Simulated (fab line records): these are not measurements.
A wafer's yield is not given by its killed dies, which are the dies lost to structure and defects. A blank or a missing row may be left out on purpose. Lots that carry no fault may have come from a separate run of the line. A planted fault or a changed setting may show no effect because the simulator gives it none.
Chamber matching || flow nand-harc || NHARC_A_SLIT_DEP_25 on pecvd-02: 3 sister chambers
The step deposits SiO2, target thk 200 nm. 20 wafers are shown with their chamber, then 10 later ones without.

WAFERS WITH THEIR CHAMBER
{"wafer": "L074.1", "chamber": 0, "throttle-valve-pct (%)": 16.5, "heater-power-w (W)": 524}
{"wafer": "L074.2", "chamber": 1, "throttle-valve-pct (%)": 14.8, "heater-power-w (W)": 485}
{"wafer": "L074.3", "chamber": 2, "throttle-valve-pct (%)": 15.3, "heater-power-w (W)": 540}
{"wafer": "L075.1", "chamber": 1, "throttle-valve-pct (%)": 14.8, "heater-power-w (W)": 540}
{"wafer": "L075.3", "chamber": 0, "throttle-valve-pct (%)": 16.3, "heater-power-w (W)": 428}
{"wafer": "L075.5", "chamber": 2, "throttle-valve-pct (%)": 15.0, "heater-power-w (W)": 489}
{"wafer": "L076.1", "chamber": 0, "throttle-valve-pct (%)": 16.5, "heater-power-w (W)": 554}
{"wafer": "L076.4", "chamber": 1, "throttle-valve-pct (%)": 14.8, "heater-power-w (W)": 512}
{"wafer": "L076.5", "chamber": 2, "throttle-valve-pct (%)": 15.1, "heater-power-w (W)": 447}
{"wafer": "L077.2", "chamber": 2, "throttle-valve-pct (%)": 15.1, "heater-power-w (W)": 528}
{"wafer": "L077.4", "chamber": 0, "throttle-valve-pct (%)": 16.4, "heater-power-w (W)": 492}
{"wafer": "L077.6", "chamber": 2, "throttle-valve-pct (%)": 15.2, "heater-power-w (W)": 534}
{"wafer": "L079.1", "chamber": 1, "throttle-valve-pct (%)": 14.8, "heater-power-w (W)": 524}
{"wafer": "L079.2", "chamber": 0, "throttle-valve-pct (%)": 16.4, "heater-power-w (W)": 553}
{"wafer": "L079.3", "chamber": 2, "throttle-valve-pct (%)": 15.2, "heater-power-w (W)": 525}
{"wafer": "L082.1", "chamber": 1, "throttle-valve-pct (%)": 15.1, "heater-power-w (W)": 555}
{"wafer": "L082.2", "chamber": 2, "throttle-valve-pct (%)": 15.2, "heater-power-w (W)": 522}
{"wafer": "L082.3", "chamber": 0, "throttle-valve-pct (%)": 16.6, "heater-power-w (W)": 521}
{"wafer": "L087.1", "chamber": 1, "throttle-valve-pct (%)": 15.3, "heater-power-w (W)": 438}
{"wafer": "L087.2", "chamber": 2, "throttle-valve-pct (%)": 15.4, "heater-power-w (W)": 533}

SIGNATURES, as means of the wafers listed above
{"reading": "throttle-valve-pct", "chamber 0": 16.450, "chamber 1": 14.933, "chamber 2": 15.188, "scatter within a chamber": 0.153}
{"reading": "heater-power-w", "chamber 0": 512.00, "chamber 1": 509.00, "chamber 2": 514.75, "scatter within a chamber": 39.8}
Rule: a wafer's distance from a chamber is the root of the sum, over the readings, of the square of ((its reading less the chamber's mean) divided by the reading's scatter). The wafer belongs to the nearest chamber; if the next one is less than 2 further off, it can't be placed. The scatter: the root of (the sum of the squares of (reading less its chamber's mean) over the shown wafers, divided by (wafers less chambers)).

WAFERS WHOSE CHAMBER IS MISSING
{"wafer": "L087.4", "throttle-valve-pct (%)": 15.4, "heater-power-w (W)": 539}
{"wafer": "L093.1", "throttle-valve-pct (%)": 16.0, "heater-power-w (W)": 513}
{"wafer": "L093.3", "throttle-valve-pct (%)": 14.7, "heater-power-w (W)": 493}
{"wafer": "L093.4", "throttle-valve-pct (%)": 14.5, "heater-power-w (W)": 512}
{"wafer": "L094.1", "throttle-valve-pct (%)": 15.1, "heater-power-w (W)": 568}
{"wafer": "L094.3", "throttle-valve-pct (%)": 16.3, "heater-power-w (W)": 543}
{"wafer": "L094.6", "throttle-valve-pct (%)": 14.8, "heater-power-w (W)": 537}
{"wafer": "L097.2", "throttle-valve-pct (%)": 15.4, "heater-power-w (W)": 534}
{"wafer": "L097.3", "throttle-valve-pct (%)": 14.6, "heater-power-w (W)": 563}
{"wafer": "L097.4", "throttle-valve-pct (%)": 14.9, "heater-power-w (W)": 573}

WHICH CHAMBER EACH ONE RAN IN
{"wafer": "L087.4", "from the rows above": "can't be placed: 2 or 1", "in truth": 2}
{"wafer": "L093.1", "from the rows above": 0, "in truth": 0}
{"wafer": "L093.3", "from the rows above": "can't be placed: 1 or 2", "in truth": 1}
{"wafer": "L093.4", "from the rows above": "can't be placed: 1 or 2", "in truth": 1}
{"wafer": "L094.1", "from the rows above": "can't be placed: 2 or 1", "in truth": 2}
{"wafer": "L094.3", "from the rows above": 0, "in truth": 0}
{"wafer": "L094.6", "from the rows above": "can't be placed: 1 or 2", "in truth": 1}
{"wafer": "L097.2", "from the rows above": "can't be placed: 2 or 1", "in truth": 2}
{"wafer": "L097.3", "from the rows above": "can't be placed: 1 or 2", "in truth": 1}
{"wafer": "L097.4", "from the rows above": "can't be placed: 1 or 2", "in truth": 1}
2 of 10 placed correctly. Unplaceable from these rows: 8, with the true chamber sitting among the candidates in 8. 0 placed wrongly.
